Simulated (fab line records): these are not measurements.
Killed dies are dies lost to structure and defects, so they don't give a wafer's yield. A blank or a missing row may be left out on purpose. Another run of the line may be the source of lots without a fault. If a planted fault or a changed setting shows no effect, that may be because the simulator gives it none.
Struck lot and sound lot, side by side -- flow n5_finfet -- 37 steps out of a route of 1938
Sound: wafers L154.1, L154.2, L154.4. Struck: wafer L161.4; the same lot's L161.2 was not struck, so it is left out; see the end for the cause.
Per side, at each step with rows, come the tool, then ch with its chambers, and then its first start. Under that, the readings that differ: sound wafers -- struck wafers -- difference of the means -- sigmas: that difference in standard deviations of wafers without a fault.
alike: words and numbers the same on both sides, and readings whose means are apart by under 2 such deviations; not compared: readings that were withheld, readings missing a value for some wafer, numbers with overlapping values and no deviation given by the record, and bounds like >300 which may hide the same value.
The two part at a step that has a row with sigmas, a row that says differs or no value, or rows on one side only. Numbers that have no deviation but don't overlap get no sigmas and don't part them. A reading that every wafer of one side lacks parts them only if that side has two wafers or more.

first, 9 steps without rows for these wafers: N5_BEOL_M4_ANNEAL_95 (time 240 s); N5_BEOL_M4_SPUTTER_96 (material Cu, target thk 4.5 nm, time 8.29 s); N5_BEOL_M4_ECD_50 (material Cu, target thk 300 nm); N5_BEOL_M4_ANNEAL_51 (time 90 s); N5_BEOL_M4_CMP_52 (polishes, stops on SiOC, t overpolish 6.8 s, target thk 40 nm); N5_BEOL_M4_PRE_CLEAN_60 (time 15 s); N5_BEOL_M4_CO_CAP_55 (material Co, precursor CCTBA/H2, target thk 2 nm, time 102.1 s); N5_BEOL_M4_PRE_CLEAN_56 (time 15 s); N5_BEOL_M4_DEP_57 (deposits SiCN from 3MS/NH3, target thk 8 nm, time 14 s).
N5_BEOL_M4_RC_MEAS_101:
  sound on prober-02 ch 0, day 12 16:56; struck on prober-01 ch 0, day 14 10:22
reading,sound,struck,difference,sigmas
IOFF_N (nA/um),0.205 0.226 0.182,0.149,-0.055,-2
  alike: DIBL_N, DIBL_P, IOFF_P, ION_N, ION_P, SS_N, SS_P, VT_N, VT_P
then, 24 steps without rows for these wafers: N5_BEOL_M5_ILD_DEP_00 (deposits SiCOH lowk from DEMS/porogen, target thk 140.64 nm, time 25.9 s); N5_BEOL_M5_CURE_79 (cures SiCOH lowk, time 240 s); N5_BEOL_M5_PECVD_70 (deposits SiO2 from TEOS/O2, target thk 16 nm, time 18 s); N5_BEOL_M5_HM_DEP_02 (deposits TiN, target thk 20 nm); N5_BEOL_M5_COAT_59 (time 60 s, resist thk 60 nm); N5_BEOL_M5_COAT_60 (time 60 s, resist thk 12 nm); N5_BEOL_M5_COAT_71 (time 60 s, resist thk 5 nm); N5_BEOL_M5_COAT_05 (resist thk 30 nm); N5_BEOL_M5_EBR_07; N5_BEOL_M5_SOFTBAKE_06 (time 60 s); N5_BEOL_M5_EXPOSE_08 (exposes mask M5, target cd 28 nm); N5_BEOL_M5_PEB_09 (peb time 60 s); N5_BEOL_M5_DEVELOP_10 (develop time 30 s); N5_BEOL_M5_DESCUM_16 (chemistry O2, time 7 s); N5_BEOL_M5_ETCH_72 (etches underlayer in N2/H2, target depth 6.5 nm, time 5.2 s); N5_BEOL_M5_ETCH_61 (etches SiARC in CF4, target depth 15.6 nm, time 26 s); N5_BEOL_M5_ETCH_62 (etches SOC in N2/H2, target depth 75 nm, overetch 15 nm, time 112.5 s); N5_BEOL_M5_STRIP_63 (strips in N2/H2); N5_BEOL_M5_STRIP_73 (strips in N2/H2); N5_BEOL_M5_STRIP_64 (strips in CF4); N5_BEOL_M5_HM_OPEN_17 (chemistry Cl2/BCl3, target TiN, target depth 20 nm, overetch 6 nm); N5_BEOL_M5_STRIP_19 (strips in O2); N5_BEOL_M5_COAT_65 (time 60 s, resist thk 60 nm); N5_BEOL_M5_COAT_66 (time 60 s, resist thk 12 nm).
N5_BEOL_M5_ETCH_68: etches SOC in N2/H2, target depth 80 nm, overetch 16 nm, time 120 s.
  sound on rie_diel-06 ch 0,2, day 12 22:16; struck on rie_diel-01 ch 1, day 14 16:57
reading,sound,struck,difference,sigmas
chamber_pressure_mTorr (mTorr),29.991 30.000 29.998,30.058,+0.062,+2
model.etch.depth_nm (nm),60.09 60.23 60.04,47.72,-12.40,
model.SiARC_of_BEOL_M5_COAT_66.thk_nm (nm),6.4 6.4 6.4,9.2,+2.8,
model.BEOL_M5.cd_nm (nm),28.2 28.4 27.8,27.2,-0.9,
  alike: bias_w, drypump_motor_current_A, oes_product_au, rf_vpp_V, showerhead_plenum_p_Torr, throttle_valve_pct
  not compared: rf_hours_counter_h
N5_BEOL_M5_VIA_ETCH_34: etches SiCOH lowk in C4F6/O2, target depth 88.3 nm, time 39.2 s.
  sound on rie_diel-06 ch 0,2, day 12 22:22; struck on rie_diel-01 ch 1, day 14 17:03
reading,sound,struck,difference,sigmas
model.BEOL_M5.cd_nm (nm),28.2 28.4 27.8,27.2,-0.9,
  alike: C4F6_flow_sccm, bias_w, chamber_pressure_mTorr, drypump_motor_current_A, oes_product_au, rf_vpp_V, showerhead_plenum_p_Torr, throttle_valve_pct
  not compared: rf_hours_counter_h
-- here the record skips 4 days between the struck wafers' starts before and after, leaving off in module BEOL_M5 and picking up in module PASSIVATION (first step shown: number 1936 of the route) --
N5_PASSIVATION_PROBE_49:
  struck on prober-01, day 18 23:20; sound on prober-01, day 17 14:08
reading,sound,struck,difference,sigmas
defect_limited_yield (%),89.3,0,-89,-53
killed_at_M4_up,11,1071,+1060,+99 or more
killed_dies,126,1180,+1054,+53
killed_on_rim,14,152,+138,+32
sort_bin_5_function (%),6.2,95.7,+89.5,+81
sort_n_pass,1054,0,-1054,-53
sort_yield_pct (%),89.3,0,-89,-53
  alike: killed_at_M0_to_M3, killed_at_contacts, killed_at_front_end, killed_at_other, killed_open, killed_short, sort_bin_6_memory

WHERE THEY PART
Last at N5_PASSIVATION_PROBE_49 as far as this record goes, first at N5_BEOL_M4_RC_MEAS_101.

WHY: what had been put in by the simulator
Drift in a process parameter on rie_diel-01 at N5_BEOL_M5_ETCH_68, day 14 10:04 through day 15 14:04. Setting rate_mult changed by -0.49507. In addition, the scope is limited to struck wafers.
